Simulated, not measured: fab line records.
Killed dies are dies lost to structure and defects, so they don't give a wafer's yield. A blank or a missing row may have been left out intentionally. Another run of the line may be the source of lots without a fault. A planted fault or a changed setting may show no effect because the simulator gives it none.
The same fault as seen by 2 desks | flow n5 finfet | numbers are kept per desk, each desk with only its own; the story behind them comes last

== THE DEFECT DESK ==
Inspection counts along the route, by lot: the mean over sampled wafers that carry a number. If a lot's mean is further than 4 standard deviations from the usual mean, the lot is out of limits and carries the mark OUT (the distance appears in the brackets).
Columns: A = raw defect count at N5_BEOL_M6_INSPECT_58, usual 62; B = raw defect count at N5_BEOL_M7_INSPECT_13, usual 366
lot  | first seen here | A             | B
L207 | day 10 13:47    | 36            | 323
L208 | day 10 16:01    | 62            | 305
L210 | day 11 06:44    | 50            | 284
L212 | day 11 18:02    | 55            | 473
L213 | day 12 11:43    | 87            | 253
L214 | day 12 16:37    | 89            | 401
L216 | day 12 20:59    | 380 (+16) OUT | 742 (+4.6) OUT
L217 | day 13 07:23    | 46            | 273
L224 | day 14 20:12    | 72            | 411
L226 | day 15 05:36    | 62            | 356
This desk's verdict: out of limits on L216, starting with L216 at day 12 20:59 (raw defect count at N5_BEOL_M6_INSPECT_58). L207, L208, L210, L212, L213, L214, L217, L224, L226: within limits.

== AT THE TOOL OWNER'S DESK: cmp-01 ==
The tool's own readings at N5_BEOL_M6_CMP_52 (polishes, stops on SiCOH lowk, t overpolish 6.9 s, target thk 80 nm): means of the sampled wafers that have a number, for each lot that ran on this tool. If a lot's mean is further than 4 standard deviations from the usual mean, the lot is out of limits and carries the mark OUT (the distance appears in the brackets).
Columns: A = barrier field endpoint s at N5_BEOL_M6_CMP_52, usual 28.7 s; B = clearing platen rpm at N5_BEOL_M6_CMP_52, usual 50.004 rpm; C = motor current A at N5_BEOL_M6_CMP_52, usual 5.9 A; D = overpolish run s at N5_BEOL_M6_CMP_52, usual 6.901 s; E = slurry filter dp kPa at N5_BEOL_M6_CMP_52, usual 13.48 kPa; F = time to endpoint s at N5_BEOL_M6_CMP_52, usual 61.8 s
lot  | first seen here | A    | B      | C   | D     | E     | F
L208 | day 10 15:34    | 28.3 | 50.024 | 5.9 | 6.899 | 13.56 | 60.6
L210 | day 11 06:16    | 28.3 | 50.013 | 5.6 | 6.902 | 13.50 | 64.5
L213 | day 12 11:15    | 28.9 | 50.005 | 6.1 | 6.910 | 13.62 | 63.8
L216 | day 12 20:37    | 28.5 | 50.014 | 5.8 | 6.895 | 13.40 | 62.8
Finding of this desk: none of the 4 lots has anything out of limits.

== TAKEN TOGETHER ==
The defect desk could have raised an alarm at day 12 20:59, on L216.
The tool owner's desk saw nothing out of limits.
Tool owner's desk: L216 on record, inside its limits.
Of the lots named, all ran N5_BEOL_M6_CMP_52 on cmp-01.

== WHAT WAS PUT IN BY THE SIMULATOR ==
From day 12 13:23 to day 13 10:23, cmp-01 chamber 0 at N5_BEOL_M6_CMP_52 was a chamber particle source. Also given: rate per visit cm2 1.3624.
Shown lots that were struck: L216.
Hours from the fault's start to each desk's first reading out of limits: the defect desk, 8.
